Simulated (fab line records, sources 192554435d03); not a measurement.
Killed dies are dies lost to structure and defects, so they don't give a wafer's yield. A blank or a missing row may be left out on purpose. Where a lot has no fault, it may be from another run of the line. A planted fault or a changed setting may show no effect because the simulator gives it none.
Matching of chambers :: flow n5Finfet :: 4 sister chambers for N5_SPACER0_ALD_08 on aldSin-03
The step deposits SiNx, target thk 2 nm. 7 wafers are shown with their chamber, then 7 later ones without.

## EACH WAFER AND ITS CHAMBER
wafer: L074.1
chamber: 0
heaterPowerW (W): 836

wafer: L081.1
chamber: 0
heaterPowerW (W): 844

wafer: L081.3
chamber: 1
heaterPowerW (W): 826

wafer: L081.5
chamber: 2
heaterPowerW (W): 753

wafer: L081.6
chamber: 3
heaterPowerW (W): 881

wafer: L085.1
chamber: 3
heaterPowerW (W): 863

wafer: L085.3
chamber: 2
heaterPowerW (W): 742

## WAFERS WITH NO CHAMBER GIVEN
wafer: L085.5
heaterPowerW (W): 760

wafer: L087.1
heaterPowerW (W): 828

wafer: L087.2
heaterPowerW (W): 845

wafer: L087.5
heaterPowerW (W): 849

wafer: L090.1
heaterPowerW (W): 844

wafer: L090.5
heaterPowerW (W): 901

wafer: L090.6
heaterPowerW (W): 829

## THE CHAMBER EACH PASSED THROUGH
wafer: L085.5
from the rows above: 2
in truth: 2

wafer: L087.1
from the rows above: can't be placed: 1 or 0
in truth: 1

wafer: L087.2
from the rows above: can't be placed: 0 or 1
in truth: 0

wafer: L087.5
from the rows above: can't be placed: 0 or 1 or 3
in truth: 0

wafer: L090.1
from the rows above: can't be placed: 0 or 1
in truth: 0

wafer: L090.5
from the rows above: 3
in truth: 3

wafer: L090.6
from the rows above: can't be placed: 1 or 0
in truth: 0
Correct placement for 2 of the 7. Can't be placed from these rows: 5 (the true chamber is among the candidates in 5). Placed wrongly: 0.
How it was worked out, from the rows above alone: a wafer's distance from a chamber is the root of the sum, over the readings, of the square of ((its reading less the chamber's mean) divided by the reading's scatter). The wafer belongs to the nearest chamber; if the next one is less than 2 further off, it can't be placed. For every chamber, the mean is computed from those of its wafers that are shown. The scatter: take each reading less its chamber's mean, square it, sum over the shown wafers, divide by the number of wafers less the number of chambers, and take the root.
